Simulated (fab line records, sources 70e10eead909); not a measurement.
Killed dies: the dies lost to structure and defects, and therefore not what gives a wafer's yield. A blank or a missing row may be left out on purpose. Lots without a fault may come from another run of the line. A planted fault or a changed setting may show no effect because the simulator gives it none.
Which tool was responsible? | flow nandHarc | 14 lots with 42 wafers sampled at 5 steps, on a route of 1159 steps

## WHAT THE GAUGES SHOWED, per wafer
NHARC_A_BONDPAD_THK_MEAS_30: measures by ellipsometry.
lot  | measured     | on           | thkNm (nm)
L360 | day 18 01:11 | filmMetro-01 | 200.6 202.5 201.1
L363 | day 18 11:04 | filmMetro-02 | 197.7 198.9 197.4
L361 | day 18 13:12 | filmMetro-02 | 200.7 203.2 200.9
L362 | day 19 08:07 | filmMetro-02 | 199.3 200.2 199.9
L365 | day 19 08:12 | filmMetro-01 | 200.6 197.9 197.7
L366 | day 19 17:22 | filmMetro-01 | 199.9 199.2 202.6
L367 | day 19 17:29 | filmMetro-01 | 200.4 201.4 202.4
L369 | day 20 03:38 | filmMetro-01 | 200.9 200.2 199.5
L370 | day 20 18:13 | filmMetro-02 | 201.3 199.5 201.1
L374 | day 20 21:33 | filmMetro-01 | 199.4 201.0 199.8
L372 | day 21 02:59 | filmMetro-01 | 199.5 200.4 198.7
L375 | day 21 13:46 | filmMetro-01 | 198.9 199.0 200.1
L381 | day 23 03:58 | filmMetro-01 | 196.5 197.8 199.4
L380 | day 23 04:41 | filmMetro-01 | 198.0 198.3 197.1

NHARC_END_SORT_01.
lot  | measured     | on        | killedAtArray | killedAtOther | killedAtPeriphery | killedDies | killedOpen | killedShort
L374 | day 22 08:06 | prober-01 | 76 87 84      | 0 0 0         | 1 1 3             | 77 88 87   | 2 6 6      | 2 4 6
L375 | day 22 22:02 | prober-02 | 89 97 93      | 1 0 1         | 7 7 2             | 97 104 96  | 2 6 3      | 2 0 2

## WHAT TOOL EACH LOT RAN ON (gives the tool, then ch and the chambers of the sampled wafers, and finally the start)
lot  | NHARC_A_CONTACT_CVD_19       | NHARC_A_BONDPAD_DEP_00                     | NHARC_THIN_TSV_PVD_19
L360 | cvdW-01 ch 0,1, day 17 01:31 | pecvd-02 ch 0,1,2, day 18 01:11 or earlier | pvdSputter-02, no start
L363 | cvdW-01 ch 0,1, day 17 20:43 | pecvd-02 ch 0,1,2, day 18 10:28            | pvdSputter-01, no start
L361 | cvdW-02 ch 0,1, day 17 23:16 | pecvd-04 ch 0,1,2, day 18 12:41            | pvdSputter-01, no start
L362 | cvdW-01 ch 0,1, day 18 15:49 | pecvd-02 ch 1,2, day 19 07:31              | pvdSputter-01, no start
L365 | cvdW-02 ch 0,1, day 18 16:24 | pecvd-04 ch 1,2, day 19 07:35              | pvdSputter-01, no start
L366 | cvdW-01 ch 0,1, day 18 21:01 | pecvd-02 ch 0,2, day 19 16:42              | pvdSputter-02, no start
L367 | cvdW-01 ch 0,1, day 18 22:05 | pecvd-03 ch 0,1, day 19 16:50              | pvdSputter-02, no start
L369 | cvdW-01 ch 0,1, day 19 13:30 | pecvd-03 ch 1,2, day 20 03:01              | pvdSputter-03, no start
L370 | cvdW-01 ch 0,1, day 20 01:11 | pecvd-04 ch 0,2, day 20 17:36              | pvdSputter-03, no start
L374 | cvdW-01 ch 0,1, day 20 07:13 | pecvd-04 ch 0,1,2, day 20 20:53            | pvdSputter-01, day 22 08:06 or earlier
L372 | cvdW-02 ch 0,1, day 20 10:04 | pecvd-02 ch 1,2, day 21 02:20              | pvdSputter-03, no start
L375 | cvdW-01 ch 0,1, day 20 17:37 | pecvd-03 ch 0,1,2, day 21 13:46 or earlier | pvdSputter-02, day 22 22:02 or earlier
L381 | cvdW-02 ch 0,1, day 22 13:31 | pecvd-02 ch 0,2, day 23 03:19              | pvdSputter-03, no start
L380 | cvdW-02 ch 0,1, day 22 14:30 | pecvd-03 ch 0,2, day 23 04:02              | pvdSputter-02, no start
- NHARC_A_CONTACT_CVD_19: deposits W, target thk 300 nm, time 802 s.
- NHARC_A_BONDPAD_DEP_00: deposits SiCN, target thk 250 nm.
- NHARC_THIN_TSV_PVD_19: deposits TaN, target thk 20 nm.

## AS READ BY THE TOOLS THEMSELVES (means over the sampled wafers that have a number; for cases with no such wafer, the mark the record gives instead)
NHARC_A_CONTACT_CVD_19.
lot  | tool    | heaterPowerW (W) | mfcArSccm (sccm) | throttleValvePct (%)
L360 | cvdW-01 | 464              | 1556             | 7.95
L363 | cvdW-01 | 462              | 1561             | 7.99
L361 | cvdW-02 | 452              | 1559             | 7.84
L362 | cvdW-01 | 464              | 1558             | 7.99
L365 | cvdW-02 | 455              | 1560             | 7.77
L366 | cvdW-01 | 468              | 1565             | 8.05
L367 | cvdW-01 | 458              | 1559             | 8.07
L369 | cvdW-01 | 467              | 1558             | 7.90
L370 | cvdW-01 | 461              | 1554             | 8.06
L374 | cvdW-01 | 464              | 1557             | 8.19
L372 | cvdW-02 | 451              | 1556             | 7.87
L375 | cvdW-01 | 473              | 1558             | 7.97
L381 | cvdW-02 | 450              | 1552             | 7.80
L380 | cvdW-02 | 454              | 1566             | 7.90

NHARC_A_BONDPAD_DEP_00.
lot  | tool     | heaterPowerW (W)
L360 | pecvd-02 | 634
L363 | pecvd-02 | 623
L361 | pecvd-04 | 592
L362 | pecvd-02 | 580
L365 | pecvd-04 | 628
L366 | pecvd-02 | 683
L367 | pecvd-03 | 546
L369 | pecvd-03 | 548
L370 | pecvd-04 | 645
L374 | pecvd-04 | 603
L372 | pecvd-02 | 603
L375 | pecvd-03 | 600
L381 | pecvd-02 | 673
L380 | pecvd-03 | 590

NHARC_THIN_TSV_PVD_19.
lot  | tool          | throttleValvePct (%)
L360 | pvdSputter-02 | 30.1
L363 | pvdSputter-01 | 29.6
L361 | pvdSputter-01 | 30.6
L362 | pvdSputter-01 | 28.7
L365 | pvdSputter-01 | 30.6
L366 | pvdSputter-02 | 30.7
L367 | pvdSputter-02 | 29.8
L369 | pvdSputter-03 | 30.8
L370 | pvdSputter-03 | 31.2
L374 | pvdSputter-01 | 30.6
L372 | pvdSputter-03 | 31.0
L375 | pvdSputter-02 | 29.1
L381 | pvdSputter-03 | 31.1
L380 | pvdSputter-02 | 29.2

## THE ANSWER, worked out from the rows above alone
Rule: what is usual is taken from the lots themselves. Put in order of their means at a reading, lots are off if they are a third of the lots or fewer, leave a main group of 4 or more, and stand apart from it by a gap of 3 or more times the standard deviation of the main group's means; of several such gaps the widest counts. Not used: any main group whose means are identical at the precision the tables above print for the reading. A lot without any number at a reading at which 4 lots or more have one is off too. All remaining lots with rows at the step are treated as sound. After the gauges, taken in route order, come the tools' own readings; for these a lot's mean is taken, as printed above. The first step at which some lot is off is used, and at that step the reading that is off furthest; a lot without a number counts as furthest.
No lot is off at any reading shown: from this, nothing can be told.

## WHAT HAD BEEN PUT IN BY THE SIMULATOR
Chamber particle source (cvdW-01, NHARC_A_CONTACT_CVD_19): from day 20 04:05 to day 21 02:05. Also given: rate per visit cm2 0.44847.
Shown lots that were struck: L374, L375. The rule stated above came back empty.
